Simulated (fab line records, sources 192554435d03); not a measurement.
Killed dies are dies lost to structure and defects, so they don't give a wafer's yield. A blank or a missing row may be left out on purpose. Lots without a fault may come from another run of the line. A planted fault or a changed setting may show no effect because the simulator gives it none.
fab line records | flow n5_finfet
record lots=7 wafers=21
route steps=1938 shown BEOL_M4@1031 BEOL_M5@1112
start_h: hours from the record's first day to the start of the lot's first wafer shown | wait_h: hours since the lot's step before | " the same as in the row above | L1.1+2: a row that stands for several wafers | - no value, or no start given | * or withheld: withheld | < > ~ a bound
route shown NAME@n: a module of which the file shows steps, and the number in the route of the first | usual: mean/standard deviation of fault-free wafers | same: alike in all rows | chamber/n: place in a boat | sites: the reading at each site | _std_site: their standard deviation | _edge_site: outer sites' mean less inner sites' | radius_mm: how far each site lies from the wafer's centre | mask NAME#n: copy n | behind: the tool/chamber that last shaped the wafer | hold: why the lot was held/for how many hours/how that ended | device: the transistor (n, p or np) that didn't switch | end of line: the same wafers' tests at the end of the route | a step without rows: its recipe alone | killed: dies lost to structure and defects at the first sort, not the wafer's yield | map: a wafer's dies, x killed, . not, _ none there
set.NAME: the setting as run; set.NAME@STEP: as run at that earlier step | model.NAME: the simulator's own value behind a step, which no gauge read
lots whose settings were changed on purpose; a table a step, a row a wafer
## steps
# step N5_BEOL_M4_EXPOSE_08
# recipe mask_id=M4 na=0.33 source_shape=dipole sigma_inner=0.369 sigma_outer=0.767 polarization=unpolarized dose_mj=41.25
# columns lot.wafer tool chamber start_h wait_h mask set.dose_mj
L088.3+5+6 euv_scanner-02 0 244.68 - M4#0 41.25
L089.2+5 euv_scanner-02 0 254.86 - M4#0 41.25
L089.6 " 0 " " M4#0 43.02
L090.4 euv_scanner-01 0 256.48 - M4#0 39.41
L090.5+6 " 0 " " M4#0 41.25
L091.3 euv_scanner-02 0 256.81 - M4#0 44.23
L091.4+5 " 0 " " M4#0 41.25
L092.2+4+5 euv_scanner-01 0 270.49 - M4#0 41.25
L093.3+5 euv_scanner-01 0 273.50 - M4#0 41.25
L093.4 " 0 " " M4#0 43.33
L094.1+5 euv_scanner-01 0 275.26 - M4#0 42.63
L094.6 " 0 " " M4#0 41.25
# step N5_BEOL_M4_PEB_09
# recipe peb_temp_c=100 peb_time_s=60 resist=CAR-EUV
# step N5_BEOL_M4_DEVELOP_10
# recipe develop_time_s=30 developer=TMAH resist=CAR-EUV rinse_liquid=surfactant_rinse dry=air_spin dev_temp_c=23
# step N5_BEOL_M4_CD_MEAS_11
# recipe target_cd_nm=16.79 landing_energy_ev=500 detector=se_inlens polarity=opening
# usual cd_nm=16.8/0.31
# columns lot.wafer tool chamber start_h wait_h set.dose_mj@BEOL_M4_EXPOSE_08 cd_nm
L088.3 cd_sem-01 0 244.80 - 41.25 16.6
L088.5 " 0 " " 41.25 17.0
L088.6 " 0 " " 41.25 16.2
L089.2 cd_sem-02 0 254.98 - 41.25 16.6
L089.5 " 0 " " 41.25 16.9
L089.6 " 0 " " 43.02 18.0
L090.4 cd_sem-02 0 256.59 - 39.41 15.9
L090.5 " 0 " " 41.25 17.1
L090.6 " 0 " " 41.25 16.9
L091.3 cd_sem-01 0 256.93 - 44.23 18.0
L091.4 " 0 " " 41.25 16.8
L091.5 " 0 " " 41.25 16.8
L092.2 cd_sem-02 0 270.62 - 41.25 16.8
L092.4 " 0 " " 41.25 16.4
L092.5 " 0 " " 41.25 16.3
L093.3 cd_sem-03 0 273.62 - 41.25 17.0
L093.4 " 0 " " 43.33 18.3
L093.5 " 0 " " 41.25 16.9
L094.1 cd_sem-01 0 275.39 - 42.63 17.6
L094.5 " 0 " " 42.63 17.4
L094.6 " 0 " " 41.25 16.8
# step N5_BEOL_M4_DESCUM_16
# recipe chemistry=O2 time_s=7 source_power_w=50 bias_power_w=20 pressure_mtorr=20 rf_frequency_hz=2.712e+07 temp_c=40 resist=CAR-EUV o2_flow_sccm=225
# step N5_BEOL_M4_ETCH_74
# recipe chemistry=N2/H2 target=underlayer target_depth_a=65 mask_material=CAR-EUV time_s=5.2 ion_energy_ev=200 pressure_mtorr=30 source_w=840 bias_w=150 n2_flow_sccm=200 h2_flow_sccm=200 ends=cleared
# columns lot.wafer tool chamber start_h wait_h set.dose_mj@BEOL_M4_EXPOSE_08 model.BEOL_M4.cd_offset_nm
L088.3+5+6 rie_diel-04 1,0,3 244.96 0.0 41.25 0
L089.2 rie_diel-01 3 255.14 0.0 41.25 0
L089.5 " 2 " " 41.25 0.4
L089.6 " 1 " " 43.02 1
L090.4 rie_diel-04 0 256.74 0.0 39.41 -1.2
L090.5 " 1 " " 41.25 0
L090.6 " 0 " " 41.25 -0.2
L091.3 rie_diel-05 3 257.08 0.0 44.23 1.6
L091.4 " 1 " " 41.25 0.2
L091.5 " 3 " " 41.25 0.4
L092.2+5 rie_diel-05 1 271.68 0.0 41.25 0
L092.4 " 0 " " 41.25 -0.2
L093.3+5 rie_diel-05 1 274.59 0.0 41.25 0.4
L093.4 " 2 " " 43.33 1.2
L094.1 rie_diel-05 1 276.23 0.0 42.63 1
L094.5 " 1 " " 42.63 0.8
L094.6 " 0 " " 41.25 0
# step N5_BEOL_M4_ETCH_63
# recipe chemistry=CF4 target=SiARC target_depth_a=156 mask_material=CAR-EUV time_s=26 ion_energy_ev=80 pressure_mtorr=40 source_w=545 bias_w=36 Ar_flow_sccm=100 cf4_flow_sccm=100 ends=cleared
# columns lot.wafer tool chamber start_h wait_h set.dose_mj@BEOL_M4_EXPOSE_08 model.BEOL_M4.cd_offset_nm
L088.3+5 rie_diel-04 1,0 244.97 0.0 41.25 0
L088.6 " 3 " " 41.25 -0.2
L089.2 rie_diel-01 3 255.16 0.0 41.25 0
L089.5 " 2 " " 41.25 0.4
L089.6 " 1 " " 43.02 1
L090.4 rie_diel-04 0 256.76 0.0 39.41 -1.2
L090.5+6 " 1,0 " " 41.25 0
L091.3 rie_diel-05 3 257.10 0.0 44.23 1.6
L091.4 " 1 " " 41.25 0.2
L091.5 " 3 " " 41.25 0.4
L092.2+5 rie_diel-05 1 271.70 0.0 41.25 0
L092.4 " 0 " " 41.25 -0.2
L093.3+5 rie_diel-05 1 274.61 0.0 41.25 0.4
L093.4 " 2 " " 43.33 1.4
L094.1 rie_diel-05 1 276.25 0.0 42.63 1
L094.5 " 1 " " 42.63 0.8
L094.6 " 0 " " 41.25 0
# step N5_BEOL_M4_ETCH_64
# recipe chemistry=N2/H2 target=SOC target_depth_a=750 overetch_a=225 mask_material=SiARC temp_c=40 time_s=121.9 ion_energy_ev=200 pressure_mtorr=30 source_w=840 bias_w=150 n2_flow_sccm=200 h2_flow_sccm=200
# columns lot.wafer tool chamber start_h wait_h set.dose_mj@BEOL_M4_EXPOSE_08 model.BEOL_M4.cd_offset_nm
L088.3+5+6 rie_diel-04 1,0,3 245.00 0.0 41.25 0
L089.2 rie_diel-01 3 255.18 0.0 41.25 0
L089.5 " 2 " " 41.25 0.4
L089.6 " 1 " " 43.02 1
L090.4 rie_diel-04 0 256.79 0.0 39.41 -1.2
L090.5 " 1 " " 41.25 0.2
L090.6 " 0 " " 41.25 0
L091.3 rie_diel-05 3 257.13 0.0 44.23 2
L091.4 " 1 " " 41.25 0
L091.5 " 3 " " 41.25 0.6
L092.2+4+5 rie_diel-05 1,0,1 271.73 0.0 41.25 -0.2
L093.3+5 rie_diel-05 1 274.64 0.0 41.25 0.2
L093.4 " 2 " " 43.33 1.4
L094.1+5 rie_diel-05 1 276.28 0.0 42.63 0.8
L094.6 " 0 " " 41.25 0.2
# step N5_BEOL_M4_STRIP_65
# recipe chemistry=N2/H2 temp_c=40 n2_flow_sccm=200 h2_flow_sccm=200 rf_frequency_hz=6e+07
# step N5_BEOL_M4_STRIP_75
# recipe chemistry=N2/H2 temp_c=40 n2_flow_sccm=200 h2_flow_sccm=200 rf_frequency_hz=6e+07
# step N5_BEOL_M4_HM_OPEN_17
# recipe chemistry=Cl2/BCl3 target_depth_a=200 overetch_a=60 target=TiN mask_material=SOC ion_energy_ev=150 pressure_mtorr=10 icp_w=1000 bias_w=126 Cl2_flow_sccm=53.25 bcl3_flow_sccm=21.75 Ar_flow_sccm=25
# step N5_BEOL_M4_STRIP_19
# recipe chemistry=O2 power_w=400 temp_c=40 pressure_mtorr=30 rf_frequency_hz=6e+07 bias_power_w=0 overash_fraction=0.2 o2_flow_sccm=225
# step N5_BEOL_M4_CD_MEAS_18
# recipe pitch_nm=36 target_cd_nm=18
# usual cd_nm=18.1/0.4
# columns lot.wafer tool chamber start_h wait_h set.dose_mj@BEOL_M4_EXPOSE_08 cd_nm
L088.3 cd_sem-02 - 245.36 0.1 41.25 18.0
L088.5 " - " " 41.25 17.9
L088.6 " - " " 41.25 17.9
L089.2 cd_sem-02 - 255.54 0.1 41.25 17.9
L089.5 " - " " 41.25 18.3
L089.6 " - " " 43.02 19.1
L090.4 cd_sem-01 - 257.15 0.1 39.41 16.9
L090.5 " - " " 41.25 18.5
L090.6 " - " " 41.25 17.6
L091.3 cd_sem-01 - 257.49 0.1 44.23 19.9
L091.4 " - " " 41.25 17.9
L091.5 " - " " 41.25 18.4
L092.2 cd_sem-02 - 272.08 0.1 41.25 17.5
L092.4 " - " " 41.25 18.0
L092.5 " - " " 41.25 17.5
L093.3 cd_sem-02 - 275.00 0.1 41.25 18.4
L093.4 " - " " 43.33 19.2
L093.5 " - " " 41.25 17.8
L094.1 cd_sem-01 - 276.67 0.0 42.63 19.0
L094.5 " - " " 42.63 18.9
L094.6 " - " " 41.25 18.4
# step N5_BEOL_M4_COAT_67
# recipe resist=SOC temp_c=250 time_s=60 spin_rpm=1500 resist_thk_nm=60
# step N5_BEOL_M4_COAT_68
# recipe resist=SiARC temp_c=220 time_s=60 spin_rpm=1500 resist_thk_nm=12
# step N5_BEOL_M4_PRECLEAN_42
# recipe chemistry=residue_remover time_s=60 temp_c=40
# step N5_BEOL_M4_SRD_43
# recipe time_s=30 temp_c=23 rinse_liquid=diw dry=ipa_marangoni
# step N5_BEOL_M4_CD_MEAS_35
# recipe target_cd_nm=18 target_cd_y_nm=22.4 polarity=opening
# usual cd_nm=18.1/0.41
# columns lot.wafer tool chamber start_h wait_h set.dose_mj@BEOL_M4_EXPOSE_08 cd_nm
L088.3 cd_sem-02 - 248.45 0.0 41.25 18.1
L088.5 " - " " 41.25 18.3
L088.6 " - " " 41.25 18.4
L089.2 cd_sem-02 - 259.35 0.0 41.25 18.0
L089.5 " - " " 41.25 18.1
L089.6 " - " " 43.02 19.7
L090.4 cd_sem-01 - 270.25 0.0 39.41 16.9
L090.5 " - " " 41.25 18.4
L090.6 " - " " 41.25 18.0
L091.3 cd_sem-03 - 275.56 0.0 44.23 20.0
L091.4 " - " " 41.25 18.0
L091.5 " - " " 41.25 18.6
L093.3 cd_sem-02 - 280.00 0.0 41.25 18.5
L093.4 " - " " 43.33 19.6
L093.5 " - " " 41.25 18.1
L092.2 cd_sem-02 - 280.23 0.0 41.25 18.3
L092.4 " - " " 41.25 17.8
L092.5 " - " " 41.25 18.0
L094.1 cd_sem-02 - 283.73 0.0 42.63 19.2
L094.5 " - " " 42.63 18.6
L094.6 " - " " 41.25 18.7
# step N5_BEOL_M5_ILD_DEP_00
# recipe material=SiCOH_lowk target_thk_a=1406.4 temp_c=300 precursor=DEMS/porogen pressure_torr=5 rf_w=500 time_s=25.9
# columns lot.wafer tool chamber start_h wait_h set.time_s model.SiCOH_lowk_of_BEOL_M5_ILD_DEP_00.thk_nm
L088.3 pecvd-01 0 253.23 0.5 25.9 139.2
L088.5 " 0 " " 25.9 141.6
L088.6 " 1 " " 25.9 141
L089.2+6 pecvd-01 2,0 264.88 0.7 25.9 143.2
L089.5 " 2 " " 25.9 143.6
L090.4 pecvd-03 1 276.99 0.4 25.9 143.2
L090.5 " 0 " " 27.08 148.2
L090.6 " 2 " " 27.08 150
L091.3 pecvd-04 2 280.15 0.5 23.11 124.8
L091.4 " 0 " " 23.11 126.4
L091.5 " 2 " " 25.9 141.8
L092.2 pecvd-01 1 285.35 0.7 26.95 145.6
L092.4 " 2 " " 26.95 148.2
L092.5 " 1 " " 25.9 142.6
L093.3 pecvd-04 0 285.57 0.5 25.9 137.2
L093.4 " 2 " " 27.26 147.6
L093.5 " 1 " " 27.26 147
L094.1 pecvd-01 2 288.57 0.8 25.9 139.2
L094.5 " 1 " " 25.9 140.4
L094.6 " 2 " " 25.9 141.6
# step N5_BEOL_M5_CURE_79
# recipe temp_c=385 time_s=240 ambient=He/Ar material=SiCOH_lowk
# columns lot.wafer tool chamber start_h wait_h set.time_s@BEOL_M5_ILD_DEP_00 model.SiCOH_lowk_of_BEOL_M5_ILD_DEP_00.thk_nm
L088.3 uv_cure-02 2 253.45 0.2 25.9 119.6
L088.5 " 2 " " 25.9 121.8
L088.6 " 2 " " 25.9 121.2
L089.2+6 uv_cure-03 2 265.02 0.1 25.9 123.2
L089.5 " 2 " " 25.9 123.6
L090.4 uv_cure-03 2 277.27 0.3 25.9 123.2
L090.5 " 2 " " 27.08 127.6
L090.6 " 2 " " 27.08 129.2
L091.3 uv_cure-03 2 280.37 0.2 23.11 107.2
L091.4 " 2 " " 23.11 108.6
L091.5 " 2 " " 25.9 122
L092.2 uv_cure-02 1 285.51 0.1 26.95 125.4
L092.4 " 1 " " 26.95 127.6
L092.5 " 1 " " 25.9 122.6
L093.3 uv_cure-01 1 285.88 0.3 25.9 118
L093.4 " 1 " " 27.26 127
L093.5 " 1 " " 27.26 126.6
L094.1 uv_cure-03 2 288.65 0.1 25.9 119.8
L094.5 " 2 " " 25.9 120.8
L094.6 " 2 " " 25.9 121.8
# step N5_BEOL_M5_THK_MEAS_01
# recipe reads=SiCOH_lowk_of_BEOL_M5_ILD_DEP_00
# usual M5_ILD_THK=121.1/1.8
# columns lot.wafer tool chamber start_h wait_h set.time_s@BEOL_M5_ILD_DEP_00 M5_ILD_THK[nm]
L088.3 film_metro-01 - 253.81 0.3 25.9 119.6
L088.5 " - " " 25.9 121.8
L088.6 " - " " 25.9 121.2
L089.2 film_metro-01 - 265.47 0.4 25.9 123.1
L089.5 " - " " 25.9 123.7
L089.6 " - " " 25.9 123.0
L090.4 film_metro-02 - 277.55 0.2 25.9 123.3
L090.5 " - " " 27.08 127.5
L090.6 " - " " 27.08 129.1
L091.3 film_metro-01 - 280.73 0.3 23.11 107.3
L091.4 " - " " 23.11 108.7
L091.5 " - " " 25.9 122.0
L092.2 film_metro-02 - 285.95 0.4 26.95 125.4
L092.4 " - " " 26.95 127.6
L092.5 " - " " 25.9 122.7
L093.3 film_metro-01 - 286.23 0.3 25.9 118.2
L093.4 " - " " 27.26 126.9
L093.5 " - " " 27.26 126.6
L094.1 film_metro-01 - 289.16 0.4 25.9 119.7
L094.5 " - " " 25.9 120.8
L094.6 " - " " 25.9 121.9
# step N5_BEOL_M5_PECVD_70
# recipe material=SiO2 target_thk_a=160 temp_c=400 precursor=TEOS/O2 pressure_torr=5.5 rf_w=450 teos_flow_sccm=53.8 gas=O2 flow_sccm=3000 time_s=18
# columns lot.wafer tool chamber start_h wait_h set.temp_c model.SiO2_of_BEOL_M5_PECVD_70.thk_nm
L088.3+5 pecvd-03 0,2 253.84 0.0 400 16
L088.6 " 1 " " 400 16.4
L089.2 pecvd-01 1 265.50 0.0 383.2 17.4
L089.5 " 2 " " 400 16.2
L089.6 " 1 " " 400 15.8
L090.4 pecvd-03 0 277.60 0.1 382.7 17.6
L090.5 " 2 " " 382.7 17.8
L090.6 " 1 " " 400 16
L091.3 pecvd-04 0 280.76 0.0 400 16
L091.4 " 2 " " 400 16.6
L091.5 " 0 " " 400 16.2
L092.2 pecvd-04 1 285.98 0.0 413.4 14
L092.4 " 1 " " 400 15.6
L092.5 " 0 " " 413.4 14.6
L093.3 pecvd-03 0 286.27 0.0 400 16
L093.4 " 0 " " 400 16.2
L093.5 " 1 " " 400 16.4
L094.1 pecvd-01 1 289.20 0.0 400 15.8
L094.5 " 1 " " 391.9 16.6
L094.6 " 2 " " 400 16.2
# step N5_BEOL_M5_COAT_65
# recipe resist=SOC temp_c=250 time_s=60 spin_rpm=1500 resist_thk_nm=60
# columns lot.wafer tool chamber start_h wait_h set.spin_rpm model.SOC_of_BEOL_M5_COAT_65.thk_nm
L088.3+6 litho_track-05 0 258.17 2.4 1500 60.4
L088.5 " 0 " " 1500 60.2
L089.2 litho_track-01 0 267.03 0.1 1500 60.2
L089.5 " 0 " " 1500 60
L089.6 " 0 " " 1399 62.2
L090.4 litho_track-01 0 280.61 0.9 1430 61.4
L090.5 " 0 " " 1430 61.6
L090.6 " 0 " " 1500 60
L091.3+4+5 litho_track-01 0 282.92 0.0 1500 60.2
L093.3 litho_track-01 0 290.44 1.3 1500 60
L093.4 " 0 " " 1434 61.6
L093.5 " 0 " " 1500 60.2
L092.2+4 litho_track-02 0 290.52 2.0 1500 60
L092.5 " 0 " " 1367 62.8
L094.1 litho_track-01 0 296.90 4.2 1500 59.8
L094.5+6 " 0 " " 1500 60
## key
split step=N5_BEOL_M4_EXPOSE_08 setting=dose_mj stated=41.25 by=wafer
response step=N5_BEOL_M4_CD_MEAS_11 reading=cd_nm change=+0.215 per=1% r=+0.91
response step=N5_BEOL_M4_ETCH_74 reading=model.BEOL_M4.cd_offset_nm change=+0.195 per=1% r=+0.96
response step=N5_BEOL_M4_ETCH_63 reading=model.BEOL_M4.cd_offset_nm change=+0.206 per=1% r=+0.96
response step=N5_BEOL_M4_ETCH_64 reading=model.BEOL_M4.cd_offset_nm change=+0.233 per=1% r=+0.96
response step=N5_BEOL_M4_CD_MEAS_18 reading=cd_nm change=+0.227 per=1% r=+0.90
response step=N5_BEOL_M4_CD_MEAS_35 reading=cd_nm change=+0.255 per=1% r=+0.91
split step=N5_BEOL_M5_ILD_DEP_00 setting=time_s stated=25.9 by=wafer
response step=N5_BEOL_M5_ILD_DEP_00 reading=model.SiCOH_lowk_of_BEOL_M5_ILD_DEP_00.thk_nm change=+1.5 per=1% r=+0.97
response step=N5_BEOL_M5_CURE_79 reading=model.SiCOH_lowk_of_BEOL_M5_ILD_DEP_00.thk_nm change=+1.31 per=1% r=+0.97
response step=N5_BEOL_M5_THK_MEAS_01 reading=M5_ILD_THK change=+1.3 per=1% r=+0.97
split step=N5_BEOL_M5_PECVD_70 setting=temp_c stated=400 by=wafer
response step=N5_BEOL_M5_PECVD_70 reading=model.SiO2_of_BEOL_M5_PECVD_70.thk_nm change=-0.364 per=1% r=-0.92
split step=N5_BEOL_M5_COAT_65 setting=spin_rpm stated=1500 by=wafer
response step=N5_BEOL_M5_COAT_65 reading=model.SOC_of_BEOL_M5_COAT_65.thk_nm change=-0.318 per=1% r=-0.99
